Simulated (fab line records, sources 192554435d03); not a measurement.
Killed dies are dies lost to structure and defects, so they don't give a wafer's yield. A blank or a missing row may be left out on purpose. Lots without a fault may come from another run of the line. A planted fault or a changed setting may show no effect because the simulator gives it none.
Chamber matching | flow n5_finfet | N5_BEOL_M0_SAQP_ETCH_102 on rie_si-02: 4 sister chambers
The step etches SiO2 in CF4, target depth 4 nm, time 4.4 s. 7 wafers are shown with their chamber, then 8 later ones without.

WAFERS WITH THEIR CHAMBER
wafer  | chamber | throttle_valve_pct (%) | drypump_motor_current_A (A)
L082.5 | 3       | 22.11                  | 6.24
L092.5 | 2       | 22.13                  | 5.88
L092.6 | 1       | 22.23                  | 5.86
L093.1 | 2       | 22.14                  | 5.88
L093.2 | 0       | 21.50                  | 5.81
L093.4 | 1       | 22.22                  | 5.84
L095.2 | 0       | 21.47                  | 5.83

WAFERS WITHOUT THEIR CHAMBER
wafer  | throttle_valve_pct (%) | drypump_motor_current_A (A)
L095.4 | 22.22                  | 5.83
L095.6 | 22.11                  | 6.25
L096.1 | 22.20                  | 5.80
L096.2 | 22.14                  | 5.84
L096.3 | 21.49                  | 5.84
L097.1 | 22.22                  | 5.82
L097.2 | 21.48                  | 5.80
L097.5 | 22.22                  | 5.82

WHICH CHAMBER EACH WENT THROUGH
wafer  | from the rows above | in truth
L095.4 | 1                   | 1
L095.6 | 3                   | 3
L096.1 | 1                   | 1
L096.2 | 2                   | 2
L096.3 | 0                   | 0
L097.1 | 1                   | 1
L097.2 | 0                   | 0
L097.5 | 1                   | 1
Placed correctly: 8 of 8. Can't be placed from these rows: 0. Placed wrongly: 0.
How it was worked out, from the rows above alone: a wafer's distance from a chamber is the root of the sum, over the readings, of the square of ((its reading less the chamber's mean) divided by the reading's scatter). The wafer belongs to the nearest chamber; if the next one is less than 2 further off, it can't be placed. A chamber's mean is the mean of its shown wafers. The scatter: the root of (the sum of the squares of (reading less its chamber's mean) over the shown wafers, divided by (wafers less chambers)).
